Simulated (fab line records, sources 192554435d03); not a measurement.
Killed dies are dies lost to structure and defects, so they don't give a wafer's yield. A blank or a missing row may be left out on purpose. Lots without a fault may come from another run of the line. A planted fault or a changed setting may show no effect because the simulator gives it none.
fab line records | flow n5_finfet
record lots=24 wafers=72 last_day=18
route steps=1938 shown HKMG_FIN@438 GATE_CUT@465 MOL_CONTACT_COAG@526
lots that met no fault: from a run of the same line without faults
start_h: hours from the record's first day to the start of the lot's first wafer shown | wait_h: hours since the lot's step before | " the same as in the row above | L1.1+2: a row that stands for several wafers | - no value, or no start given | * or withheld: withheld | < > ~ a bound
route shown NAME@n: a module of which the file shows steps, and the number in the route of the first | usual: mean/standard deviation of fault-free wafers | same: alike in all rows | chamber/n: place in a boat | sites: the reading at each site | _std_site: their standard deviation | _edge_site: outer sites' mean less inner sites' | radius_mm: how far each site lies from the wafer's centre | mask NAME#n: copy n | behind: the tool/chamber that last shaped the wafer | hold: why the lot was held/for how many hours/how that ended | device: the transistor (n, p or np) that didn't switch | end of line: the same wafers' tests at the end of the route | a step without rows: its recipe alone | killed: dies lost to structure and defects at the first sort, not the wafer's yield | map: a wafer's dies, x killed, . not, _ none there
set.NAME: the setting as run; set.NAME@STEP: as run at that earlier step | model.NAME: the simulator's own value behind a step, which no gauge read
steps of the route over a sample of lots; a table a step, a row a wafer
services: from which hour (start_h, from the record's first day; less than 0 if before it) a tool's chamber was out of use, for how many hours, and why
## steps
# step N5_HKMG_FIN_ETCH_35
# recipe chemistry=N2/H2 target=SOC target_depth_a=2158 ion_energy_ev=65 bias_w=5 source_w=3000 time_s=243.4 pressure_mtorr=30 n2_flow_sccm=200 h2_flow_sccm=200
# usual drypump_motor_current_A=5.5/0.42 n2_flow_sccm=200.0/0.6 oes_product_au=0.80/0.072 rf_vpp_V=141.8/1 showerhead_plenum_p_Torr=2.58/0.09 throttle_valve_pct=17.9/0.3
# columns lot.wafer tool chamber start_h wait_h drypump_motor_current_A n2_flow_sccm oes_product_au rf_hours_counter_h rf_vpp_V showerhead_plenum_p_Torr throttle_valve_pct
L074.1 rie_diel-05 0 75.28 0.0 5.4 199.2 1.00 15 141.7 2.48 17.8
L074.2 " 1 " " 5.6 200.9 0.81 98 141.0 2.64 17.2
L074.3 " 2 " " 5.2 198.8 0.69 214 141.3 2.64 18.0
L075.1 rie_diel-01 0 85.31 0.0 6.0 199.7 0.72 208 140.3 2.42 18.2
L075.4 " 3 " " 5.7 200.1 0.80 - 141.9 2.57 18.1
L075.6 " 2 " " 5.2 200.3 0.82 - 142.2 2.60 17.5
L076.3 rie_diel-05 0 86.37 0.0 5.4 200.4 1.00 18 140.6 2.47 17.8
L076.4 " 3 " " 5.1 200.6 0.88 47 141.6 2.62 18.1
L076.5 " 1 " " 5.6 199.2 0.80 - 142.0 2.64 17.2
L077.4 rie_diel-01 2 96.13 0.0 5.2 199.4 0.81 51 141.9 2.60 17.5
L077.5 " 1 " " 5.7 198.8 0.96 - 142.0 2.73 18.1
L077.6 " 2 " " 5.2 200.0 0.82 - 142.4 2.60 17.5
L078.2 rie_diel-01 0 102.24 0.0 6.1 200.7 0.72 215 141.6 2.42 18.2
L078.4 " 2 " " 5.2 200.6 0.81 - 142.3 2.59 17.5
L078.5 " 3 " " 5.7 199.6 0.79 - 142.7 2.57 18.1
L079.1 rie_diel-02 3 106.25 0.0 5.2 199.7 0.81 109 141.8 2.58 18.0
L079.2 " 2 " " 6.3 199.3 0.86 33 142.7 2.67 17.5
L079.3 " 1 " " 5.0 199.0 0.80 76 144.1 2.70 17.9
L080.2 rie_diel-02 2 114.80 0.0 6.4 200.4 0.86 36 141.6 2.67 17.5
L080.4 " 1 " " 5.0 200.0 0.79 79 143.9 2.70 17.9
L080.5 " 2 " " 6.4 199.9 0.86 - 141.0 2.67 17.5
L081.2 rie_diel-05 1 117.55 0.0 5.6 199.7 0.78 112 144.3 2.64 17.2
L081.3 " 0 " " 5.4 199.2 0.96 28 141.3 2.47 17.9
L081.5 " 0 " " 5.4 200.2 0.95 - 140.6 2.47 17.9
L082.1 rie_diel-02 0 126.56 0.0 4.9 200.4 0.78 139 139.9 2.56 17.9
L082.4 " 3 " " 5.2 199.8 0.81 116 141.9 2.57 18.0
L082.6 " 1 " " 4.9 200.7 0.79 - 141.8 2.70 17.8
L083.1 rie_diel-01 2 130.90 0.0 5.2 200.5 0.79 66 141.3 2.59 17.5
L083.3 " 3 " " 5.7 200.2 0.78 98 140.6 2.56 18.2
L083.4 " 0 " " 6.0 199.9 0.71 226 140.8 2.41 18.2
L084.1 rie_diel-01 3 137.16 0.0 5.7 198.9 0.78 100 143.0 2.56 18.2
L084.4 " 0 " " 6.1 201.2 0.72 228 140.9 2.41 18.2
L084.6 " 3 " " 5.7 200.0 0.79 - 142.4 2.56 18.2
L085.1 rie_diel-02 3 143.07 0.0 5.2 199.4 0.80 123 139.9 2.57 18.0
L085.2 " 0 " " 4.9 200.0 0.78 146 141.6 2.56 17.9
L085.3 " 1 " " 5.0 198.8 0.78 90 143.3 2.69 17.9
L086.3 rie_diel-01 2 149.72 0.0 5.2 200.0 0.78 74 142.2 2.59 17.5
L086.4 " 3 " " 5.7 200.1 0.78 105 140.3 2.56 18.2
L086.6 " 3 " " 5.7 199.8 0.77 - 143.5 2.56 18.2
L087.2 rie_diel-01 2 156.56 0.0 5.2 200.3 0.78 76 141.1 2.58 17.6
L087.3 " 0 " " 6.1 200.6 0.70 235 139.1 2.41 18.2
L087.4 " 3 " " 5.7 200.4 0.78 108 142.4 2.56 18.2
L088.3 rie_diel-05 1 164.44 0.0 5.6 200.4 0.77 129 143.4 2.63 17.2
L088.4 " 1 " " 5.6 200.4 0.78 - 142.9 2.63 17.2
L088.5 " 0 " " 5.4 198.8 0.91 - 141.9 2.46 17.9
L089.2 rie_diel-01 1 167.51 0.0 5.7 199.6 0.89 22 141.6 2.72 18.1
L089.4 " 0 " " 6.0 200.8 0.69 241 140.0 2.41 18.2
L089.5 " 1 " " 5.7 199.5 0.88 - 143.1 2.72 18.1
L090.1 rie_diel-02 3 176.27 0.0 5.2 199.6 0.79 131 142.0 2.57 18.0
L090.2 " 2 " " 6.3 200.3 0.84 51 143.1 2.66 17.5
L090.3 " 1 " " 5.0 199.8 0.78 96 142.4 2.69 17.9
L091.1 rie_diel-01 0 183.39 0.0 6.0 200.3 0.69 247 140.6 2.40 18.2
L091.5 " 3 " " 5.8 199.4 0.76 - 142.2 2.55 18.2
L091.6 " 0 " " 6.0 199.9 0.69 - 141.2 2.40 18.2
L092.1 rie_diel-05 3 184.18 0.0 5.1 199.3 0.83 82 142.3 2.60 18.2
L092.3 " 2 " " 5.2 200.6 0.67 249 142.1 2.63 18.0
L092.4 " 1 " " 5.6 200.5 0.77 137 141.8 2.63 17.2
L093.2 rie_diel-01 3 194.17 0.0 5.7 200.8 0.76 123 142.8 2.55 18.2
L093.4 " 2 " " 5.2 200.7 0.78 90 141.1 2.58 17.6
L093.6 " 0 " " 6.0 199.4 0.69 - 141.5 2.40 18.3
L094.2 rie_diel-02 0 195.95 0.0 4.9 199.9 0.76 156 142.5 2.56 17.9
L094.3 " 2 " " 6.4 199.8 0.82 59 142.4 2.66 17.5
L094.5 " 1 " " 5.0 199.4 0.76 - 140.8 2.69 17.9
L095.1 rie_diel-05 0 201.42 0.0 5.4 199.3 0.90 61 141.8 2.46 17.9
L095.4 " 3 " " 5.1 199.7 0.83 - 143.1 2.60 18.2
L095.6 " 0 " " 5.4 199.4 0.89 - 139.5 2.46 17.9
L096.1 rie_diel-02 0 215.92 0.0 4.9 200.5 0.76 162 142.3 2.55 17.9
L096.4 " 2 " " 6.4 200.6 0.82 65 142.8 2.65 17.6
L096.6 " 0 " " 4.9 200.8 0.76 - 141.1 2.55 17.9
L097.2 rie_diel-05 0 220.59 0.0 5.4 200.4 0.88 69 139.7 2.45 17.9
L097.5 " 2 " " 5.2 200.4 0.96 - 140.8 2.62 17.6
L097.6 " 3 " " 5.1 200.1 0.81 - 140.3 2.59 18.2
# step N5_HKMG_FIN_NWFM_ALD_20
# recipe material=TiAlC target_thk_a=20 temp_c=300 ald_precursor_family=TiCl4 ald_co_reactant=TEA pulse_time_s=3 purge_time_s=2 co_reactant_purge_time_s=2 co_reactant_pulse_time_s=10 ald_cycles=7 pressure_torr=3
# usual heater_power_w=489/79 precursor_pulse_height_rel=1.001/0.019
# columns lot.wafer tool chamber start_h wait_h heater_power_w precursor_pulse_height_rel
L074.1 ald_metal-01 0 76.93 0.3 482 1.022
L074.2 " 3 " " 457 1.004
L074.3 " 2 " " 579 1.018
L075.1 ald_metal-02 3 86.96 0.3 385 1.019
L075.4 " 2 " " 563 1.005
L075.6 " 0 " " 546 1.038
L076.3 ald_metal-01 0 88.02 0.1 469 1.009
L076.4 " 3 " " 448 1.023
L076.5 " 3 " " 468 0.988
L077.4 ald_metal-02 1 97.82 0.1 358 0.976
L077.5 " 2 " " 552 1.000
L077.6 " 1 " " 365 1.015
L078.2 ald_metal-03 2 103.93 0.3 544 1.038
L078.4 " 0 " " 403 0.986
L078.5 " 3 " " 426 1.032
L079.1 ald_metal-02 3 107.91 0.3 381 1.020
L079.2 " 1 " " 359 0.968
L079.3 " 0 " " 548 0.979
L080.2 ald_metal-01 3 117.15 0.3 457 1.036
L080.4 " 3 " " 464 1.003
L080.5 " 1 " " 529 0.984
L081.2 ald_metal-01 2 119.39 0.3 577 0.989
L081.3 " 1 " " 534 0.960
L081.5 " 2 " " 574 1.009
L082.1 ald_metal-03 1 128.52 0.5 593 1.007
L082.4 " 2 " " 524 1.014
L082.6 " 3 " " 434 1.013
L083.1 ald_metal-02 2 132.67 0.3 546 0.974
L083.3 " 3 " " 371 1.001
L083.4 " 1 " " 364 1.009
L084.1 ald_metal-01 1 138.82 0.3 536 0.964
L084.4 " 2 " " 559 1.005
L084.6 " 1 " " 537 0.951
L085.1 ald_metal-03 2 144.81 0.3 528 1.015
L085.2 " 0 " " 403 1.028
L085.3 " 3 " " 443 1.001
L086.3 ald_metal-03 3 151.39 0.1 437 1.026
L086.4 " 0 " " 398 1.013
L086.6 " 0 " " 396 1.043
L087.2 ald_metal-03 3 158.21 0.3 436 0.990
L087.3 " 1 " " 606 1.002
L087.4 " 2 " " 528 1.005
L088.3 ald_metal-02 2 166.24 0.1 560 1.018
L088.4 " 1 " " 362 1.016
L088.5 " 0 " " 553 1.005
L089.2 ald_metal-01 2 169.16 0.3 567 0.983
L089.4 " 0 " " 474 1.017
L089.5 " 0 " " 470 0.984
L090.1 ald_metal-02 3 177.92 0.3 377 0.999
L090.2 " 1 " " 369 1.004
L090.3 " 0 " " 573 1.031
L091.1 ald_metal-01 0 185.05 0.3 487 1.009
L091.5 " 3 " " 452 1.003
L091.6 " 2 " " 575 1.010
L092.1 ald_metal-01 3 185.83 0.3 458 0.981
L092.3 " 2 " " 584 1.006
L092.4 " 0 " " 473 1.016
L093.2 ald_metal-03 0 195.82 0.3 409 1.027
L093.4 " 1 " " 589 1.008
L093.6 " 1 " " 594 1.003
L094.2 ald_metal-03 0 197.60 0.3 405 0.992
L094.3 " 1 " " 590 0.976
L094.5 " 3 " " 440 0.968
L095.1 ald_metal-02 0 203.24 0.3 562 0.991
L095.4 " 1 " " 369 0.999
L095.6 " 0 " " 547 1.017
L096.1 ald_metal-02 0 217.70 0.3 563 0.990
L096.4 " 2 " " 572 0.996
L096.6 " 2 " " 572 0.992
L097.2 ald_metal-01 3 222.25 0.3 459 0.964
L097.5 " 0 " " 477 1.016
L097.6 " 1 " " 534 1.025
# step N5_GATE_CUT_ETCHBACK_00
# recipe chemistry=SF6/Cl2 target=W pressure_mtorr=8 icp_w=900 bias_w=80 SF6_flow_sccm=40 Cl2_flow_sccm=60
# usual drypump_motor_current_A=5.7/0.36 oes_product_au=0.81/0.1 throttle_valve_pct=27.3/0.32
# columns lot.wafer tool chamber start_h wait_h drypump_motor_current_A oes_product_au rf_hours_counter_h throttle_valve_pct
L074.1 rie_metal-01 1 79.51 0.0 5.5 0.62 125 27.3
L074.2 " 1 " " 5.5 0.62 - 27.3
L074.3 " 1 " " 5.5 0.62 - 27.3
L075.1 rie_metal-03 1 89.64 0.0 5.9 0.83 31 27.7
L075.4 " 0 " " 5.6 0.81 - 27.3
L075.6 " 0 " " 5.6 0.81 - 27.3
L076.3 rie_metal-01 0 90.52 0.1 5.2 0.99 - 27.7
L076.4 " 1 " " 5.5 0.62 - 27.3
L076.5 " 0 " " 5.2 0.99 - 27.6
L077.4 rie_metal-03 0 100.40 0.1 5.6 0.80 - 27.3
L077.5 " 1 " " 6.0 0.82 - 27.7
L077.6 " 0 " " 5.6 0.79 - 27.3
L078.2 rie_metal-02 0 106.40 0.0 5.6 0.77 41 27.0
L078.4 " 0 " " 5.7 0.78 - 27.0
L078.5 " 1 " " 6.3 0.79 - 26.8
L079.1 rie_metal-01 0 110.38 0.0 5.2 0.96 3 27.6
L079.2 " 1 " " 5.5 0.62 128 27.3
L079.3 " 1 " " 5.5 0.62 - 27.3
L080.2 rie_metal-01 0 119.68 0.0 5.2 0.95 3 27.7
L080.4 " 1 " " 5.5 0.61 - 27.3
L080.5 " 1 " " 5.5 0.61 - 27.3
L081.2 rie_metal-02 1 121.88 0.0 6.3 0.78 35 26.8
L081.3 " 1 " " 6.3 0.78 - 26.8
L081.5 " 0 " " 5.7 0.77 - 27.0
L082.1 rie_metal-01 1 130.98 0.0 5.5 0.62 130 27.3
L082.4 " 1 " " 5.5 0.62 - 27.3
L082.6 " 0 " " 5.2 0.95 - 27.6
L083.1 rie_metal-03 1 135.13 0.0 5.9 0.81 35 27.7
L083.3 " 0 " " 5.6 0.79 - 27.3
L083.4 " 1 " " 6.0 0.81 - 27.7
L084.1 rie_metal-02 1 141.32 0.0 6.3 0.79 36 26.8
L084.4 " 0 " " 5.6 0.76 - 27.0
L084.6 " 1 " " 6.3 0.78 - 26.8
L085.1 rie_metal-03 1 147.55 0.0 5.9 0.81 36 27.7
L085.2 " 0 " " 5.6 0.78 38 27.3
L085.3 " 1 " " 5.9 0.80 - 27.7
L086.3 rie_metal-02 1 153.89 0.1 6.3 0.77 - 26.8
L086.4 " 0 " " 5.7 0.76 - 27.0
L086.6 " 1 " " 6.3 0.78 - 26.8
L087.2 rie_metal-03 0 160.68 0.0 5.6 0.78 39 27.3
L087.3 " 0 " " 5.6 0.78 - 27.3
L087.4 " 1 " " 5.9 0.80 - 27.7
L088.3 rie_metal-02 0 168.91 0.1 5.7 0.76 - 27.0
L088.4 " 1 " " 6.3 0.78 - 26.8
L088.5 " 0 " " 5.6 0.77 - 27.0
L089.2 rie_metal-02 1 171.82 0.0 6.4 0.78 39 26.8
L089.4 " 1 " " 6.3 0.78 - 26.8
L089.5 " 0 " " 5.6 0.76 - 27.0
L090.1 rie_metal-03 1 180.38 0.0 5.9 0.80 40 27.8
L090.2 " 0 " " 5.6 0.78 42 27.3
L090.3 " 0 " " 5.6 0.79 - 27.3
L091.1 rie_metal-01 0 187.73 0.0 5.1 0.91 9 27.7
L091.5 " 0 " " 5.1 0.90 - 27.6
L091.6 " 0 " " 5.1 0.91 - 27.7
L092.1 rie_metal-02 1 188.32 0.0 6.3 0.78 40 26.8
L092.3 " 1 " " 6.3 0.77 - 26.8
L092.4 " 0 " " 5.6 0.76 - 27.0
L093.2 rie_metal-03 1 198.42 0.0 5.9 0.80 41 27.7
L093.4 " 1 " " 5.9 0.80 - 27.7
L093.6 " 0 " " 5.6 0.79 - 27.3
L094.2 rie_metal-01 0 200.61 0.0 5.2 0.90 11 27.7
L094.3 " 0 " " 5.2 0.90 - 27.7
L094.5 " 0 " " 5.2 0.90 - 27.7
L095.1 rie_metal-03 0 205.70 0.0 5.6 0.77 44 27.3
L095.4 " 1 " " 5.9 0.80 - 27.7
L095.6 " 0 " " 5.6 0.77 - 27.3
L096.1 rie_metal-01 1 220.17 0.0 5.5 1.00 1 27.6
L096.4 " 0 " " 5.1 0.88 - 27.7
L096.6 " 0 " " 5.2 0.90 - 27.7
L097.2 rie_metal-01 0 224.94 0.0 5.2 0.90 13 27.7
L097.5 " 1 " " 5.5 1.00 - 27.6
L097.6 " 0 " " 5.2 0.89 - 27.7
# step N5_GATE_CUT_CD_MEAS_13
# recipe target_cd_nm=20 landing_energy_ev=500 detector=se_inlens
# usual cd_nm=20.0/0.32
# columns lot.wafer tool chamber start_h wait_h cd_nm
L074.1 cd_sem-02 0 83.44 - 19.4
L074.2 " 0 " " 19.5
L074.3 " 0 " " 19.6
L075.1 cd_sem-03 0 93.80 - 19.7
L075.4 " 0 " " 20.3
L075.6 " 0 " " 20.5
L076.3 cd_sem-03 0 94.79 - 20.0
L076.4 " 0 " " 19.7
L076.5 " 0 " " 20.2
L077.4 cd_sem-01 0 104.52 - 19.3
L077.5 " 0 " " 19.0
L077.6 " 0 " " 19.7
L078.2 cd_sem-03 0 111.81 - 20.7
L078.4 " 0 " " 20.2
L078.5 " 0 " " 20.3
L079.1 cd_sem-01 0 114.50 - 20.3
L079.2 " 0 " " 19.8
L079.3 " 0 " " 20.4
L080.2 cd_sem-03 0 123.46 - 19.9
L080.4 " 0 " " 20.3
L080.5 " 0 " " 19.9
L081.2 cd_sem-02 0 125.64 - 19.9
L081.3 " 0 " " 19.6
L081.5 " 0 " " 19.6
L082.1 cd_sem-01 0 134.55 - 19.5
L082.4 " 0 " " 19.7
L082.6 " 0 " " 20.2
L083.1 cd_sem-01 0 138.74 - 19.9
L083.3 " 0 " " 20.1
L083.4 " 0 " " 19.8
L084.1 cd_sem-01 0 144.88 - 19.7
L084.4 " 0 " " 19.6
L084.6 " 0 " " 20.0
L085.1 cd_sem-03 0 151.25 - 19.8
L085.2 " 0 " " 19.9
L085.3 " 0 " " 19.8
L086.3 cd_sem-02 0 157.64 - 20.1
L086.4 " 0 " " 20.3
L086.6 " 0 " " 20.0
L087.2 cd_sem-03 0 164.23 - 20.2
L087.3 " 0 " " 20.6
L087.4 " 0 " " 20.3
L088.3 cd_sem-03 0 172.55 - 20.8
L088.4 " 0 " " 20.4
L088.5 " 0 " " 19.7
L089.2 cd_sem-03 0 175.78 - 20.1
L089.4 " 0 " " 19.8
L089.5 " 0 " " 19.9
L090.1 cd_sem-02 0 183.99 - 20.0
L090.2 " 0 " " 19.7
L090.3 " 0 " " 20.2
L091.1 cd_sem-03 0 192.84 - 20.4
L091.5 " 0 " " 19.8
L091.6 " 0 " " 20.3
L092.1 cd_sem-03 0 193.28 - 20.5
L092.3 " 0 " " 20.4
L092.4 " 0 " " 20.3
L093.2 cd_sem-02 0 202.08 - 20.0
L093.4 " 0 " " 20.2
L093.6 " 0 " " 20.1
L094.2 cd_sem-01 0 204.31 - 19.9
L094.3 " 0 " " 20.3
L094.5 " 0 " " 20.2
L095.1 cd_sem-03 0 210.34 - 19.9
L095.4 " 0 " " 20.5
L095.6 " 0 " " 20.2
L096.1 cd_sem-03 0 224.24 - 19.8
L096.4 " 0 " " 19.8
L096.6 " 0 " " 20.0
L097.2 cd_sem-03 0 229.28 - 20.0
L097.5 " 0 " " 20.1
L097.6 " 0 " " 20.2
# step N5_GATE_CUT_OVL_MEAS_14
# recipe points_per_wafer=522
# usual GATE_CUT_OVL=0.5/0.64
# columns lot.wafer tool chamber start_h wait_h GATE_CUT_OVL[nm]
L074.1 overlay-01 0 83.47 0.0 1.4
L074.2 " 0 " " 0.3
L074.3 " 0 " " 0.3
L075.1 overlay-02 0 93.83 0.0 0.4
L075.4 " 0 " " 0.7
L075.6 " 0 " " 0.5
L076.3 overlay-01 0 94.83 0.0 -0.5
L076.4 " 0 " " 0.2
L076.5 " 0 " " 0.2
L077.4 overlay-01 0 104.57 0.0 0.6
L077.5 " 0 " " 1.2
L077.6 " 0 " " 1.1
L078.2 overlay-02 0 111.84 0.0 0.9
L078.4 " 0 " " 1.9
L078.5 " 0 " " 0.2
L079.1 overlay-01 0 114.53 0.0 1.1
L079.2 " 0 " " 0.7
L079.3 " 0 " " 0.7
L080.2 overlay-01 0 123.50 0.0 0.2
L080.4 " 0 " " -0.4
L080.5 " 0 " " -0.2
L081.2 overlay-02 0 125.68 0.0 0.6
L081.3 " 0 " " 0.4
L081.5 " 0 " " 0.1
L082.1 overlay-01 0 134.58 0.0 1.2
L082.4 " 0 " " 0.8
L082.6 " 0 " " 0.2
L083.1 overlay-02 0 138.77 0.0 -0.4
L083.3 " 0 " " 0.6
L083.4 " 0 " " 1.0
L084.1 overlay-02 0 144.91 0.0 0.5
L084.4 " 0 " " 0.7
L084.6 " 0 " " 0.7
L085.1 overlay-01 0 151.28 0.0 0.7
L085.2 " 0 " " 0.7
L085.3 " 0 " " -0.3
L086.3 overlay-01 0 157.68 0.0 0.3
L086.4 " 0 " " 1.5
L086.6 " 0 " " 1.9
L087.2 overlay-02 0 164.26 0.0 0.2
L087.3 " 0 " " 1.6
L087.4 " 0 " " -0.1
L088.3 overlay-02 0 172.59 0.0 -0.1
L088.4 " 0 " " -0.6
L088.5 " 0 " " -0.7
L089.2 overlay-02 0 175.82 0.0 -1.9
L089.4 " 0 " " -0.3
L089.5 " 0 " " -0.6
L090.1 overlay-01 0 184.02 0.0 0.5
L090.2 " 0 " " 0.1
L090.3 " 0 " " 1.2
L091.1 overlay-02 0 192.87 0.0 1.1
L091.5 " 0 " " 0.8
L091.6 " 0 " " 1.5
L092.1 overlay-02 0 193.31 0.0 0.6
L092.3 " 0 " " 0.4
L092.4 " 0 " " 0.5
L093.2 overlay-02 0 202.11 0.0 0.5
L093.4 " 0 " " 0.1
L093.6 " 0 " " 1.3
L094.2 overlay-01 0 204.34 0.0 0.6
L094.3 " 0 " " 1.6
L094.5 " 0 " " 0.3
L095.1 overlay-01 0 210.37 0.0 0.0
L095.4 " 0 " " -0.3
L095.6 " 0 " " 0.5
L096.1 overlay-01 0 224.27 0.0 0.7
L096.4 " 0 " " -0.5
L096.6 " 0 " " -0.4
L097.2 overlay-02 0 229.32 0.0 1.0
L097.5 " 0 " " 1.0
L097.6 " 0 " " 2.4
# step N5_MOL_CONTACT_COAG_CD_MEAS_08
# recipe target_cd_nm=28 landing_energy_ev=500 detector=se_inlens polarity=opening
# usual cd_nm=28.12/0.21
# columns lot.wafer tool chamber start_h wait_h cd_nm
L074.1 cd_sem-03 0 87.50 - 28.57
L074.2 " 0 " " 28.32
L074.3 " 0 " " 28.20
L075.1 cd_sem-01 0 98.08 - 27.98
L075.4 " 0 " " 28.05
L075.6 " 0 " " 28.26
L076.3 cd_sem-01 0 99.80 - 28.22
L076.4 " 0 " " 28.18
L076.5 " 0 " " 27.97
L077.4 cd_sem-03 0 109.72 - 28.30
L077.5 " 0 " " 28.01
L077.6 " 0 " " 27.69
L078.2 cd_sem-01 0 115.93 - 28.48
L078.4 " 0 " " 28.18
L078.5 " 0 " " 28.02
L079.1 cd_sem-01 0 118.34 - 27.94
L079.2 " 0 " " 28.28
L079.3 " 0 " " 28.21
L080.2 cd_sem-02 0 130.62 - 28.18
L080.4 " 0 " " 28.09
L080.5 " 0 " " 28.67
L081.2 cd_sem-03 0 130.66 - 28.30
L081.3 " 0 " " 28.18
L081.5 " 0 " " 28.41
L082.1 cd_sem-02 0 138.33 - 27.96
L082.4 " 0 " " 27.92
L082.6 " 0 " " 28.27
L083.1 cd_sem-03 0 142.98 - 27.95
L083.3 " 0 " " 28.05
L083.4 " 0 " " 28.08
L084.1 cd_sem-02 0 149.04 - 28.00
L084.4 " 0 " " 28.20
L084.6 " 0 " " 27.86
L085.1 cd_sem-02 0 155.04 - 27.81
L085.2 " 0 " " 28.13
L085.3 " 0 " " 28.09
L086.3 cd_sem-02 0 162.01 - 28.34
L086.4 " 0 " " 28.31
L086.6 " 0 " " 28.31
L087.2 cd_sem-01 0 169.28 - 27.85
L087.3 " 0 " " 27.93
L087.4 " 0 " " 27.91
L088.3 cd_sem-01 0 177.47 - 27.90
L088.4 " 0 " " 28.10
L088.5 " 0 " " 28.45
L089.2 cd_sem-03 0 180.92 - 27.96
L089.4 " 0 " " 28.23
L089.5 " 0 " " 27.87
L090.1 cd_sem-02 0 187.89 - 27.99
L090.2 " 0 " " 28.18
L090.3 " 0 " " 28.13
L091.1 cd_sem-02 0 196.96 - 28.39
L091.5 " 0 " " 28.15
L091.6 " 0 " " 28.28
L092.1 cd_sem-01 0 198.59 - 28.18
L092.3 " 0 " " 28.00
L092.4 " 0 " " 28.28
L093.2 cd_sem-01 0 206.12 - 27.95
L093.4 " 0 " " 28.25
L093.6 " 0 " " 28.29
L094.2 cd_sem-03 0 208.74 - 28.03
L094.3 " 0 " " 28.05
L094.5 " 0 " " 28.21
L095.1 cd_sem-01 0 214.45 - 28.04
L095.4 " 0 " " 27.54
L095.6 " 0 " " 28.01
L096.1 cd_sem-02 0 229.75 - 27.89
L096.4 " 0 " " 28.05
L096.6 " 0 " " 28.02
L097.2 cd_sem-01 0 233.07 - 27.82
L097.5 " 0 " " 27.71
L097.6 " 0 " " 28.16
## services
# columns tool chamber start_h hours kind
rie_diel-05 0 53.76 11.6 repair
rie_metal-01 0 64.59 - clean
rie_metal-01 0 64.59 19.9 scheduled_down
rie_metal-01 0 64.59 19.9 vent_cycle
rie_diel-01 1 76.89 - clean
rie_diel-01 1 76.89 - consumable_replace:focus_ring
rie_diel-01 1 76.89 - consumable_replace:showerhead
rie_diel-01 1 76.89 15.8 scheduled_down
rie_diel-01 1 76.89 15.8 vent_cycle
ald_metal-01 0 109.66 17.9 repair
rie_diel-05 - 112.03 4.3 pm
rie_diel-02 2 136.70 8.8 repair
rie_diel-02 - 154.74 14.6 pm
rie_diel-05 2 159.38 5.2 repair
rie_metal-01 - 167.32 2.4 repair
rie_diel-02 1 170.92 3.2 repair
rie_diel-01 0 194.65 - clean
rie_diel-01 0 194.65 - consumable_replace:focus_ring
rie_diel-01 0 194.65 - consumable_replace:showerhead
rie_diel-01 0 194.65 18.3 scheduled_down
rie_diel-01 0 194.65 18.3 vent_cycle
rie_diel-02 - 201.05 2.8 pm
ald_metal-01 - 201.96 1.6 repair
ald_metal-02 - 218.63 1.0 repair
## key
fault none
